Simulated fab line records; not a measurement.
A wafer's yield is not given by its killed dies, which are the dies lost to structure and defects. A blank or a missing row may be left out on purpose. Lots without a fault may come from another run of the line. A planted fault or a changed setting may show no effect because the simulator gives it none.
A lot that was struck, set against a sound lot || flow n5 finfet || 15 steps out of a route of 1938
Sound: these wafers, L240.2, L240.3, L240.5. Struck: wafer L233.2. (L233.5 of the same lot was not struck and is left out.) The cause comes at the end.
At each step with rows: each side's tool, then ch and its chambers, then its first start. Under that, the readings that differ: sound wafers || struck wafers || difference of the means || sigmas: that difference in standard deviations of wafers without a fault.
alike: readings whose means differ by less than 2 such deviations, and words and numbers that are the same on both sides. not compared: withheld readings, readings that some wafer has no value for, bounds like >300 that may hide the same value, and numbers for which the record gives no deviation and whose values overlap.
A row with sigmas, a row that says differs or no value, or rows on one side alone: a step with any of these is where the two part. When numbers do not overlap yet have no deviation, they are printed without sigmas and do not part them. Lack of a reading on every wafer of one side parts them only where that side has two or more wafers.

N5_BEOL_M0_SPUTTER_116: material Cu, target thk 4 nm, time 7.37 s.
  sound: pvd sputter-02 at day 11 03:03; struck: pvd sputter-03 at day 9 07:15
  alike: throttle valve pct
then, 2 steps without rows for these wafers: N5_BEOL_M0_ANNEAL_117 (time 60 s); N5_BEOL_M0_SPUTTER_132 (material Cu, target thk 4 nm, time 7.37 s).
N5_BEOL_M0_ANNEAL_133: time 60 s.
  sound: pvd sputter-02 at day 11 03:15; struck: pvd sputter-03 at day 9 07:27
{"reading": "heater power w (W)", "sound": "827 920 859", "struck": 721, "difference": -148, "sigmas": -2}
then, 1 step without rows for these wafers: N5_BEOL_M0_SPUTTER_134 (material Cu, target thk 4 nm, time 7.37 s).
N5_BEOL_M0_ANNEAL_135: time 60 s.
  sound: pvd sputter-02 at day 11 03:22; struck: pvd sputter-03 at day 9 07:34
{"reading": "heater power w (W)", "sound": "802 912 870", "struck": 710, "difference": -151, "sigmas": -2}
N5_BEOL_M0_SPUTTER_141: material Cu, target thk 4 nm, time 7.37 s.
  sound: pvd sputter-02 at day 11 03:25; struck: pvd sputter-03 at day 9 07:37
  alike: throttle valve pct
then, 1 step without rows for these wafers: N5_BEOL_M0_ECD_118 (material Cu, target thk 300 nm).
N5_BEOL_M0_ANNEAL_119: time 90 s.
  sound on rtp anneal-01 ch 0, day 11 03:39; struck on rtp anneal-02 ch 0, day 9 07:51
  alike: anneal temp c, anneal temp c max, wafer_temp_C_max
then, 2 steps without rows for these wafers: N5_BEOL_M0_CMP_120 (polishes, stops on SiOC, t overpolish 6.9 s); N5_BEOL_M0_PRE_CLEAN_131 (time 15 s).
N5_BEOL_M0_CO_CAP_123: material Co, precursor CCTBA/H2, target thk 2 nm, time 102.1 s.
  sound on cvd co-01 ch 1,2, day 11 04:16; struck on cvd co-02 ch 0, day 9 08:29
{"reading": "run length s (s)", "sound": "125.2 125.3 125.1", "struck": 155.3, "difference": "+30.1", "sigmas": "+84"}
{"reading": "model.Co_of_BEOL_M0_CO_CAP_123.thk nm (nm)", "sound": "2.2 2 2.2", "struck": 2.6, "difference": "+0.5", "sigmas": ""}
  alike: heater power w
  not compared: since wet clean h
then, 1 step without rows for these wafers: N5_BEOL_M0_PRE_CLEAN_124 (time 15 s).
-- record jumps: 3 days separate the struck wafers' starts on either side; left off in module BEOL_M0, taken up again in module BEOL_M4, whose first shown step is the route's number 1111 --
N5_BEOL_M4_RC_MEAS_101:
  sound on prober-02 ch 0, day 13 08:22; struck on prober-01 ch 0, day 11 21:25
{"reading": "DIBL_P (mV/V)", "sound": "32.7 35.4 37.5", "struck": 40.3, "difference": "+5.1", "sigmas": "+2"}
{"reading": "IOFF_P (nA/um)", "sound": "0.16 0.19 0.22", "struck": 0.28, "difference": "+0.09", "sigmas": "+3"}
{"reading": "SS_P (mV/dec)", "sound": "72.5 72.8 73.0", "struck": 75.1, "difference": "+2.3", "sigmas": "+3"}
{"reading": "VT_P (mV)", "sound": "-253 -251 -249", "struck": -242, "difference": "+9", "sigmas": "+3"}
  alike: DIBL_N, IOFF_N, ION_N, ION_P, SS_N, VT_N
next, for these wafers, 1 step has no rows: N5_PASSIVATION_PROBE_49.

== WHERE THEY PART ==
At N5_BEOL_M0_ANNEAL_133 first; at N5_BEOL_M4_RC_MEAS_101 last (within this record only).

WHY: what the simulator had put in
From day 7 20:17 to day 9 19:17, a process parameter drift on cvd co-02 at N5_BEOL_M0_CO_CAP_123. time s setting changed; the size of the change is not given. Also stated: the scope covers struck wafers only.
